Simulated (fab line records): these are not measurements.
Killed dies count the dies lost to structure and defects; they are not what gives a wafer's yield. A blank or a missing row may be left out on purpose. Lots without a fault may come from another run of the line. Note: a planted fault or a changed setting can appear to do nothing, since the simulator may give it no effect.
fab line records ; flow nand_harc
record: lots: 12; wafers: 36; last_day: 32
route steps=1302 shown A_CHANNEL_FILL_D2@616
lots untouched by any fault: they come from a run of this same line in which no faults occurred
start_h: hours from the record's first day to the start of the lot's first wafer shown ; wait_h: time in hours since the lot's previous step ; " unchanged from the row above ; L1.1+2: a row that stands for several wafers ; - no value present, or no start provided ; * or withheld: withheld ; < > ~ a bound
route shown NAME@n: NAME is a module with steps in the file, n the number in the route of the first one ; usual: the fault-free wafers' mean and standard deviation ; same: alike in all rows ; chamber/n: place in a boat ; sites: per-site readings ; _std_site: standard deviation of those values ; _edge_site: the outer-site mean with the inner-site mean subtracted ; radius_mm: for every site, how far away it sits from the centre of the wafer ; mask NAME#n: copy n ; behind: the tool/chamber that last shaped the wafer ; hold: why the lot was held/for how many hours/how that ended ; device: which transistor (n, p or np) failed to switch ; end of line: at the end of the route, the tests of the same wafers ; for a step that has no rows: nothing shown but its recipe ; killed: dies lost to structure and defects at the first sort, not the wafer's yield ; map: the dies of a wafer, with x for killed, . for not killed, _ for no die there
set.NAME: the setting that was run; set.NAME@STEP: the one run at that earlier step ; model.NAME: the simulator's own value behind a step, which no gauge read
one table for each step of the route and one row for each wafer, over a sample of lots
services: the hour from which a tool's chamber was out of use, counted from the record's first day as start_h (under 0 if before that day), plus the number of hours and why
== steps ==
step: NHARC_A_CHANNEL_FILL_D2_ALD_16
recipe: target_thk_a: 15; pulse_time_s: 10; ald_cycles: 15; temp_c: 300; material: SiO2
usual: heater_power_outer_w: 273/28; heater_power_w: 485/50; precursor_pulse_height_rel: 1.002/0.019
lot.wafer;tool;chamber;start_h;wait_h;heater_power_outer_w;heater_power_w;precursor_pulse_height_rel
L634.2;ald_hk-02;2;310.71;0.1;248;398;1.016
L634.6;ald_hk-02;0;310.71;0.1;247;465;1.014
L634.5;ald_hk-02;1;310.71;0.1;300;519;0.997
L633.3;ald_hk-03;2;315.33;0.1;266;449;1.003
L633.2;ald_hk-03;3;315.33;0.1;251;491;0.997
L633.4;ald_hk-03;0;315.33;0.1;239;454;1.007
L637.4;ald_hk-03;1;352.03;0.0;301;544;0.990
L637.3;ald_hk-03;0;352.03;0.0;239;438;1.039
L637.6;ald_hk-03;1;352.03;0.0;299;538;0.956
L638.3;ald_hk-03;2;355.21;0.1;263;460;1.025
L638.1;ald_hk-03;3;355.21;0.1;257;500;0.988
L638.6;ald_hk-03;0;355.21;0.1;243;441;1.012
L639.2;ald_hk-03;0;376.18;0.0;253;449;1.014
L639.3;ald_hk-03;2;376.18;0.0;266;453;0.991
L639.5;ald_hk-03;1;376.18;0.0;301;525;0.998
L643.4;ald_hk-02;0;402.60;0.4;242;450;1.015
L643.3;ald_hk-02;1;402.60;0.4;294;494;1.008
L643.1;ald_hk-02;2;402.60;0.4;221;383;0.986
L649.3;ald_hk-03;1;477.14;0.1;310;562;1.016
L649.4;ald_hk-03;2;477.14;0.1;263;464;1.028
L649.5;ald_hk-03;1;477.14;0.1;305;553;1.013
L651.3;ald_hk-04;3;495.65;0.0;253;462;1.017
L651.1;ald_hk-04;0;495.65;0.0;293;490;0.998
L651.5;ald_hk-04;3;495.65;0.0;254;462;1.003
L652.2;ald_hk-02;1;507.44;0.1;289;490;1.022
L652.3;ald_hk-02;2;507.44;0.1;230;384;1.022
L652.6;ald_hk-02;0;507.44;0.1;239;456;0.967
L655.3;ald_hk-04;1;520.72;0.0;312;516;0.985
L655.6;ald_hk-04;1;520.72;0.0;312;521;1.004
L655.5;ald_hk-04;2;520.72;0.0;308;571;0.999
L653.4;ald_hk-04;0;523.94;0.1;292;499;0.984
L653.3;ald_hk-04;1;523.94;0.1;315;519;1.019
L653.1;ald_hk-04;2;523.94;0.1;302;583;1.000
L656.1;ald_hk-04;0;539.83;0.0;286;505;0.989
L656.3;ald_hk-04;2;539.83;0.0;301;589;0.975
L656.4;ald_hk-04;3;539.83;0.0;254;458;1.012
step: NHARC_A_CHANNEL_FILL_D2_ETCHBACK_20
recipe: target_depth_a: 270; time_s: 13.5; c4f8_flow_sccm: withheld; o2_flow_sccm: 8; ar_flow_sccm: withheld; rf_w: 600; bias_w: 1500; chemistry: C4F8/O2/Ar
usual: chamber_pressure_mTorr: 25.00/0.037; oes_product_au: 0.988/0.024; rf_fwd_power_W: 586.8/2.9; rf_vpp_V: 978/6.2
lot.wafer;tool;chamber;start_h;wait_h;chamber_pressure_mTorr;oes_product_au;rf_fwd_power_W;rf_hours_counter_h;rf_vpp_V
L633.2;rie_diel-04;1;324.60;-;25.02;0.993;583.8;21;976
L633.3;rie_diel-04;2;324.60;-;25.04;1.017;583.6;22;986
L633.4;rie_diel-04;3;324.60;-;25.03;1.013;585.4;21;975
L634.2;rie_diel-08;2;324.70;-;24.94;0.969;585.8;3;987
L634.5;rie_diel-08;3;324.70;-;25.02;0.966;589.5;-;977
L634.6;rie_diel-08;0;324.70;-;24.99;0.962;580.7;-;975
L637.3;rie_diel-08;0;361.26;-;24.98;0.997;585.2;4;975
L637.4;rie_diel-08;1;361.26;-;24.97;0.986;593.6;5;972
L637.6;rie_diel-08;0;361.26;-;24.99;0.999;583.6;-;974
L638.1;rie_diel-05;0;367.28;-;25.02;0.967;592.2;3;988
L638.3;rie_diel-05;1;367.28;-;25.00;0.965;586.5;2;971
L638.6;rie_diel-05;3;367.28;-;24.96;0.933;581.4;-;971
L639.3;rie_diel-04;1;387.51;-;24.99;1.013;591.1;3;977
L639.2;rie_diel-04;0;387.51;-;24.97;0.988;584.9;3;984
L639.5;rie_diel-04;1;387.51;-;25.02;1.012;589.6;-;977
L643.3;rie_diel-08;0;414.81;-;25.01;0.989;587.9;1;976
L643.1;rie_diel-08;2;414.81;-;24.98;1.244;824.4;1;988
L643.4;rie_diel-08;3;414.81;-;25.02;0.988;589.4;1;977
L649.3;rie_diel-04;2;489.20;-;24.97;1.012;585.0;23;987
L649.4;rie_diel-04;0;489.20;-;24.97;0.968;585.0;21;982
L649.5;rie_diel-04;2;489.20;-;24.98;1.010;585.3;-;986
L651.3;rie_diel-05;0;508.38;-;25.01;0.993;587.7;2;987
L651.1;rie_diel-05;3;508.38;-;24.95;1.020;586.2;2;972
L651.5;rie_diel-05;0;508.38;-;25.01;1.000;590.6;-;989
L652.2;rie_diel-08;1;522.32;-;25.01;0.981;590.0;4;974
L652.3;rie_diel-08;0;522.32;-;25.00;0.993;583.6;4;975
L652.6;rie_diel-08;2;522.32;-;25.01;0.984;584.7;-;988
L655.3;rie_diel-08;1;532.69;-;25.01;0.947;592.3;4;974
L655.6;rie_diel-08;0;532.69;-;25.00;0.945;584.4;-;974
L655.5;rie_diel-08;1;532.69;-;25.03;0.946;590.0;-;972
L653.1;rie_diel-05;1;536.73;-;25.01;0.999;585.0;3;972
L653.4;rie_diel-05;3;536.73;-;25.02;1.009;586.9;3;970
L653.3;rie_diel-05;0;536.73;-;25.03;1.006;591.6;3;988
L656.3;rie_diel-05;2;551.85;-;24.95;1.008;592.0;4;981
L656.4;rie_diel-05;0;551.85;-;25.02;0.987;590.9;3;988
L656.1;rie_diel-05;1;551.85;-;25.02;0.997;587.2;3;971
step: NHARC_A_CHANNEL_FILL_D2_STRIP_29
recipe: time_s: 20; o2_flow_sccm: 500; ar_flow_sccm: 0; bias_w: 0; chemistry: O2
usual: chamber_pressure_mTorr: 60.00/0.049; drypump_motor_current_A: 5.7/0.42; oes_product_au: 0.999/0.011; rf_vpp_V: 57.8/0.88; showerhead_plenum_p_Torr: 3.52/0.16; throttle_valve_pct: 17.037/0.0079
lot.wafer;tool;chamber;start_h;wait_h;chamber_pressure_mTorr;drypump_motor_current_A;oes_product_au;rf_hours_counter_h;rf_vpp_V;showerhead_plenum_p_Torr;throttle_valve_pct
L634.2;rie_diel-08;3;-;-;60.02;6.4;0.998;3.4;59.4;3.49;17.040
L634.6;rie_diel-08;1;-;-;60.03;5.6;1.007;-;58.5;3.38;17.040
L634.5;rie_diel-08;2;-;-;59.86;5.6;1.001;-;59.5;3.75;17.029
L633.2;rie_diel-05;3;-;-;60.01;5.0;0.986;2.5;57.2;3.36;17.032
L633.4;rie_diel-05;0;-;-;59.98;6.0;1.018;2.4;58.4;3.78;17.036
L633.3;rie_diel-05;1;-;-;60.00;5.3;1.000;2.1;57.7;3.36;17.036
L637.3;rie_diel-05;1;-;-;60.03;5.3;0.996;3.0;58.1;3.36;17.043
L637.4;rie_diel-05;0;-;-;60.07;6.1;1.006;3.2;59.4;3.78;17.026
L637.6;rie_diel-05;2;-;-;60.10;6.0;0.994;-;58.8;3.60;17.031
L638.1;rie_diel-08;2;-;-;59.95;5.6;0.992;0.1;56.0;3.75;17.042
L638.3;rie_diel-08;3;-;-;60.02;6.4;0.999;0.2;58.0;3.49;17.041
L638.6;rie_diel-08;3;-;-;59.99;6.4;1.010;-;56.8;3.49;17.030
L639.3;rie_diel-05;0;-;-;60.00;6.1;1.007;4.1;58.8;3.78;17.031
L639.2;rie_diel-05;1;-;-;59.95;5.3;1.005;3.9;57.6;3.36;17.045
L639.5;rie_diel-05;1;-;-;59.98;5.3;1.007;-;56.9;3.36;17.015
L643.3;rie_diel-05;0;-;-;60.04;6.1;0.987;0.3;58.2;3.78;17.045
L643.1;rie_diel-05;2;-;-;59.98;6.0;0.997;0.2;58.5;3.60;17.040
L643.4;rie_diel-05;3;-;-;59.97;5.0;1.013;0.2;56.7;3.36;17.019
L649.4;rie_diel-08;3;-;-;59.95;6.4;1.003;3.5;57.6;3.49;17.035
L649.3;rie_diel-08;1;-;-;60.05;5.6;0.971;3.7;57.2;3.37;17.030
L649.5;rie_diel-08;0;-;-;60.09;5.6;0.991;-;57.0;3.45;17.041
L651.3;rie_diel-08;2;-;-;59.97;5.6;0.981;3.8;57.1;3.74;17.042
L651.1;rie_diel-08;3;-;-;59.98;6.4;0.989;3.6;57.4;3.49;17.040
L651.5;rie_diel-08;2;-;-;60.01;5.6;0.984;-;58.0;3.74;17.043
L652.2;rie_diel-05;2;-;-;60.00;6.0;1.008;3.0;58.3;3.60;17.037
L652.3;rie_diel-05;3;-;-;59.97;5.0;1.015;2.9;56.5;3.36;17.042
L652.6;rie_diel-05;1;-;-;60.01;5.3;1.000;-;55.9;3.36;17.044
L655.3;rie_diel-04;1;-;-;60.08;6.0;1.015;1.5;57.6;3.46;17.035
L655.5;rie_diel-04;2;-;-;60.04;6.1;1.008;-;58.5;3.72;17.050
L655.6;rie_diel-04;3;-;-;59.94;5.2;0.992;-;57.2;3.42;17.035
L653.1;rie_diel-08;3;-;-;60.00;6.4;0.997;0.1;57.3;3.49;17.034
L653.4;rie_diel-08;0;-;-;60.08;5.6;0.997;0.0;58.6;3.45;17.049
L653.3;rie_diel-08;2;-;-;60.07;5.6;1.001;0.1;57.5;3.74;17.036
L656.4;rie_diel-08;0;-;-;60.02;5.6;0.999;0.7;58.7;3.45;17.044
L656.1;rie_diel-08;2;-;-;60.02;5.6;1.002;0.8;58.7;3.74;17.054
L656.3;rie_diel-08;3;-;-;59.98;6.4;1.000;0.7;56.0;3.49;17.034
step: NHARC_A_CHANNEL_FILL_D2_RTA_24
recipe: temp_c: 1000; time_s: 5
usual: lamp_power_pct: 28.9/1.7; lamp_zone_2_pct: 28.9/1.7; wafer_temp_C_max: 1004.8/1.4
lot.wafer;tool;chamber;start_h;wait_h;lamp_power_pct;lamp_zone_2_pct;wafer_temp_C_max
L634.2;rtp_anneal-01;0;347.79;0.1;30.8;30.8;1004.4
L634.5;rtp_anneal-01;0;347.79;0.1;30.8;30.8;1003.4
L634.6;rtp_anneal-01;0;347.79;0.1;30.8;30.8;1004.6
L633.2;rtp_anneal-01;0;351.49;0.1;30.7;30.8;1003.5
L633.3;rtp_anneal-01;0;351.49;0.1;30.7;30.7;1003.5
L633.4;rtp_anneal-01;0;351.49;0.1;30.8;30.7;1002.8
L637.3;rtp_anneal-01;0;387.22;0.1;30.7;30.7;1004.9
L637.4;rtp_anneal-01;0;387.22;0.1;30.7;30.7;1003.1
L637.6;rtp_anneal-01;0;387.22;0.1;30.8;30.7;1002.5
L638.1;rtp_anneal-01;0;390.90;0.0;30.8;30.8;1004.0
L638.3;rtp_anneal-01;0;390.90;0.0;30.7;30.8;1004.0
L638.6;rtp_anneal-01;0;390.90;0.0;30.8;30.7;1003.7
L639.2;rtp_anneal-02;0;410.42;0.1;27.3;27.3;1006.4
L639.3;rtp_anneal-02;0;410.42;0.1;27.3;27.3;1005.2
L639.5;rtp_anneal-02;0;410.42;0.1;27.3;27.3;1006.5
L643.1;rtp_anneal-02;0;438.57;0.0;27.3;27.3;1007.1
L643.3;rtp_anneal-02;0;438.57;0.0;27.2;27.3;1007.8
L643.4;rtp_anneal-02;0;438.57;0.0;27.3;27.3;1007.6
L649.3;rtp_anneal-02;0;512.85;0.1;27.2;27.3;1006.0
L649.4;rtp_anneal-02;0;512.85;0.1;27.3;27.3;1006.3
L649.5;rtp_anneal-02;0;512.85;0.1;27.3;27.2;1008.2
L651.1;rtp_anneal-02;0;532.13;0.0;27.3;27.3;1005.2
L651.3;rtp_anneal-02;0;532.13;0.0;27.3;27.2;1003.9
L651.5;rtp_anneal-02;0;532.13;0.0;27.3;27.3;1004.4
L652.2;rtp_anneal-02;0;547.45;0.1;27.3;27.3;1006.6
L652.3;rtp_anneal-02;0;547.45;0.1;27.3;27.3;1005.5
L652.6;rtp_anneal-02;0;547.45;0.1;27.3;27.3;1006.7
L655.3;rtp_anneal-02;0;556.61;0.3;27.3;27.3;1004.3
L655.5;rtp_anneal-02;0;556.61;0.3;27.3;27.3;1005.8
L655.6;rtp_anneal-02;0;556.61;0.3;27.3;27.3;1004.0
L653.1;rtp_anneal-01;0;560.28;0.0;30.7;30.7;1002.7
L653.3;rtp_anneal-01;0;560.28;0.0;30.8;30.8;1004.6
L653.4;rtp_anneal-01;0;560.28;0.0;30.7;30.8;1004.4
L656.1;rtp_anneal-01;0;575.07;0.0;30.8;30.7;1003.8
L656.3;rtp_anneal-01;0;575.07;0.0;30.7;30.8;1003.2
L656.4;rtp_anneal-01;0;575.07;0.0;30.7;30.8;1004.4
== services ==
tool;chamber;start_h;hours;kind
rie_diel-04;1;290.83;2.3;repair
rie_diel-05;1;306.42;2.3;repair
rie_diel-04;0;311.71;11.6;repair
ald_hk-02;-;349.95;10.0;pm
rie_diel-04;-;354.90;9.0;pm
rie_diel-08;-;367.80;9.0;pm
rtp_anneal-01;-;372.16;12.0;pm
ald_hk-02;-;387.72;1.7;repair
ald_hk-03;-;392.02;10.0;pm
rie_diel-05;-;406.60;9.0;pm
rie_diel-04;-;408.33;0.6;repair
rie_diel-08;3;408.57;4.6;repair
rie_diel-05;2;433.32;5.8;repair
rie_diel-08;1;444.38;6.2;repair
rie_diel-08;-;448.75;5.8;repair
rie_diel-05;1;469.06;2.0;repair
rie_diel-04;2;496.19;2.8;repair
rie_diel-04;1;498.93;8.8;repair
rie_diel-05;1;521.31;8.0;repair
rie_diel-04;3;524.19;1.3;repair
rie_diel-04;-;532.47;9.0;pm
rie_diel-08;-;544.80;9.0;pm
rie_diel-04;2;556.39;3.3;repair
rie_diel-05;-;557.33;0.3;repair
== key ==
first_sign: step: NHARC_A_CHANNEL_FILL_D2_ETCHBACK_20; reading: rf_fwd_power_W; direction: up; sigmas: 81; usual: *; struck: *
effect: step: NHARC_A_CHANNEL_FILL_D2_ETCHBACK_20; reading: oes_product_au; direction: up; sigmas: 11; usual: 0.988; struck: 1.244
met_at NHARC_A_CHANNEL_FILL_D2_ETCHBACK_20
struck_lots L643
struck_wafers L643.1
tester_left_out L643
not_acting_at NHARC_A_CHANNEL_FILL_D2_ALD_16,NHARC_A_CHANNEL_FILL_D2_STRIP_29,NHARC_A_CHANNEL_FILL_D2_RTA_24
onset_between 324.70 414.81
fault: kind: process_parameter_drift; tool: rie_diel-08; chamber: 2; onset_h: 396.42; steps: NHARC_A_CHANNEL_FILL_D2_ETCHBACK_20; channel: rf_w; offset: *; shape: step; end_h: 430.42; acts_in: *; stated: *
tester_left_out: of these lots the tester's yield and bins aren't shown, on N5 and GAA mostly nor the transistor test; their killed dies are dies lost to structure and defects alone, not to doping, threshold or leakage, so they don't give the yield
